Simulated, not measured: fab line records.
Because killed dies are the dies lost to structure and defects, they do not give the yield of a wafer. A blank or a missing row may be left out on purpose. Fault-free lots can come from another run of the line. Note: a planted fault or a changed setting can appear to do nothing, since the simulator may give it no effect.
A lot that was struck, set against a sound lot || flow n5 finfet || 40 steps out of a route of 1938
Sound: these wafers, L912.2, L912.4, L912.5. Struck: wafers L918.1, L918.2, L918.6. The cause is given at the end.
Order at every step that has rows: each side's tool, ch and its chambers, its first start. Under that, the readings that differ: sound wafers || struck wafers || difference of the means || sigmas: that difference in standard deviations of wafers without a fault.
alike: readings whose means differ by less than 2 such deviations, and words and numbers that are the same on both sides. not compared: withheld readings, readings that some wafer has no value for, bounds like >300 that may hide the same value, and numbers for which the record gives no deviation and whose values overlap.
The two part at a step that has a row with sigmas, a row that says differs or no value, or rows on one side only. Numbers that don't overlap but have no deviation are shown without sigmas and don't part them. A reading missing from all wafers of one side parts the sides only when that side holds two or more wafers.

first, 7 steps without rows for these wafers: N5_BEOL_M2_SPUTTER_79 (material Cu, target thk 4.5 nm, time 8.29 s); N5_BEOL_M2_ANNEAL_80 (time 240 s); N5_BEOL_M2_SPUTTER_81 (material Cu, target thk 4.5 nm, time 8.29 s); N5_BEOL_M2_ANNEAL_82 (time 240 s); N5_BEOL_M2_SPUTTER_86 (material Cu, target thk 4.5 nm, time 8.29 s); N5_BEOL_M2_ANNEAL_87 (time 240 s); N5_BEOL_M2_SPUTTER_88 (material Cu, target thk 4.5 nm, time 8.29 s).
N5_BEOL_M2_ANNEAL_89: time 240 s.
  struck on pvd sputter-03, day 8 15:49; sound on pvd sputter-03, day 6 19:09
  alike: heater power w
then, 1 step without rows for these wafers: N5_BEOL_M2_SPUTTER_90 (material Cu, target thk 4.5 nm, time 8.29 s).
N5_BEOL_M2_ANNEAL_91: time 240 s.
  struck on pvd sputter-03, day 8 16:02; sound on pvd sputter-03, day 6 19:22
  alike: heater power w
N5_BEOL_M2_SPUTTER_92: material Cu, target thk 4.5 nm, time 8.29 s.
  struck on pvd sputter-03, day 8 16:10; sound on pvd sputter-03, day 6 19:31
  alike: throttle valve pct
then, 1 step without rows for these wafers: N5_BEOL_M2_ANNEAL_93 (time 240 s).
N5_BEOL_M2_SPUTTER_94: material Cu, target thk 4.5 nm, time 8.29 s.
  struck on pvd sputter-03, day 8 16:23; sound on pvd sputter-03, day 6 19:44
  alike: throttle valve pct
then, 4 steps without rows for these wafers: N5_BEOL_M2_ANNEAL_95 (time 240 s); N5_BEOL_M2_SPUTTER_96 (material Cu, target thk 4.5 nm, time 8.29 s); N5_BEOL_M2_ECD_50 (material Cu, target thk 300 nm); N5_BEOL_M2_ANNEAL_51 (time 90 s).
N5_BEOL_M2_CMP_52: polishes, stops on SiOC, t overpolish 6.8 s, target thk 40 nm.
  sound on cmp-03 ch 1,3, day 6 20:27; struck on cmp-01 ch 1,2,3, day 8 17:14
  alike: barrier field endpoint s, clearing platen down force psi, motor current A, overpolish run s, time to endpoint s
N5_BEOL_M2_PRE_CLEAN_60: time 15 s.
  sound on cvd co-01 ch 0,1,2, day 6 20:47; struck on cvd co-01 ch 1,2, day 8 17:30
  alike: heater power w
then, 3 steps without rows for these wafers: N5_BEOL_M2_CO_CAP_55 (material Co, precursor CCTBA/H2, target thk 2 nm, time 102.1 s); N5_BEOL_M2_PRE_CLEAN_56 (time 15 s); N5_BEOL_M2_DEP_57 (deposits SiCN from 3MS/NH3, target thk 8 nm, time 14 s).
N5_BEOL_M2_RS_MEAS_58: uses a four-point probe to measure.
  struck on film metro-01, day 8 17:43; sound on film metro-01, day 6 21:01
  alike: M2_RS
then, 1 step without rows for these wafers: N5_BEOL_M3_ILD_DEP_00 (deposits SiOC from DEMS/O2, target thk 79 nm, time 15.3 s).
N5_BEOL_M3_THK_MEAS_01:
  struck on film metro-02, day 8 17:51; sound on film metro-02, day 6 21:09
  alike: M3_ILD_THK
then, 11 steps without rows for these wafers: N5_BEOL_M3_PECVD_72 (deposits SiO2 from TEOS/O2, target thk 16 nm, time 18 s); N5_BEOL_M3_HM_DEP_02 (deposits TiN, target thk 20 nm); N5_BEOL_M3_COAT_61 (time 60 s, resist thk 60 nm); N5_BEOL_M3_COAT_62 (time 60 s, resist thk 12 nm); N5_BEOL_M3_COAT_73 (time 60 s, resist thk 5 nm); N5_BEOL_M3_COAT_05 (resist thk 30 nm); N5_BEOL_M3_EBR_07; N5_BEOL_M3_SOFTBAKE_06 (time 60 s); N5_BEOL_M3_EXPOSE_08 (exposes mask M3); N5_BEOL_M3_PEB_09 (peb time 60 s); N5_BEOL_M3_DEVELOP_10 (develop time 30 s).
N5_BEOL_M3_CD_MEAS_11: the cd target is 17.05 nm.
  sound on cd sem-02 ch 0, day 6 22:15; struck on cd sem-02 ch 0, day 8 18:28
  alike: cd nm
N5_BEOL_M3_OVL_MEAS_12:
  sound on overlay-01 ch 0, day 6 22:17; struck on overlay-01 ch 0, day 8 18:29
  alike: M3_OVL
then, 1 step without rows for these wafers: N5_BEOL_M3_DESCUM_16 (chemistry O2, time 7 s).
-- record jumps: 5 days separate the struck wafers' starts on either side; left off in module BEOL_M3, taken up again in module PASSIVATION, whose first shown step is the route's number 1936 --
N5_PASSIVATION_PROBE_49:
  struck on prober-02, day 14 01:51; sound on prober-02, day 12 03:40
{"reading": "defect limited yield (%)", "sound": "91.9 90.7 91.3", "struck": "84.8 87.5 86.1", "difference": -5.2, "sigmas": -3}
{"reading": "killed_at_M0_to_M3", "sound": "32 45 36", "struck": "110 106 103", "difference": "+69", "sigmas": "+8"}
{"reading": "killed dies", "sound": "96 110 103", "struck": "179 148 164", "difference": "+61", "sigmas": "+3"}
{"reading": "killed on rim", "sound": "16 13 12", "struck": "29 24 32", "difference": "+15", "sigmas": "+3"}
{"reading": "sort_bin_5_function (%)", "sound": "5.4 5.1 5.8", "struck": "9.6 8.1 8.8", "difference": "+3.4", "sigmas": "+3"}
{"reading": "sort n pass", "sound": "1084 1070 1077", "struck": "1001 1032 1016", "difference": -61, "sigmas": -3}
{"reading": "sort yield pct (%)", "sound": "91.9 90.7 91.3", "struck": "84.8 87.5 86.1", "difference": -5.2, "sigmas": -3}
  alike: killed_at_M4_up, killed at contacts, killed at front end, killed at other, killed open, killed short, sort_bin_6_memory

## WHERE THEY PART
Within this record, at N5_PASSIVATION_PROBE_49 only.

WHY: whatever the simulator had introduced
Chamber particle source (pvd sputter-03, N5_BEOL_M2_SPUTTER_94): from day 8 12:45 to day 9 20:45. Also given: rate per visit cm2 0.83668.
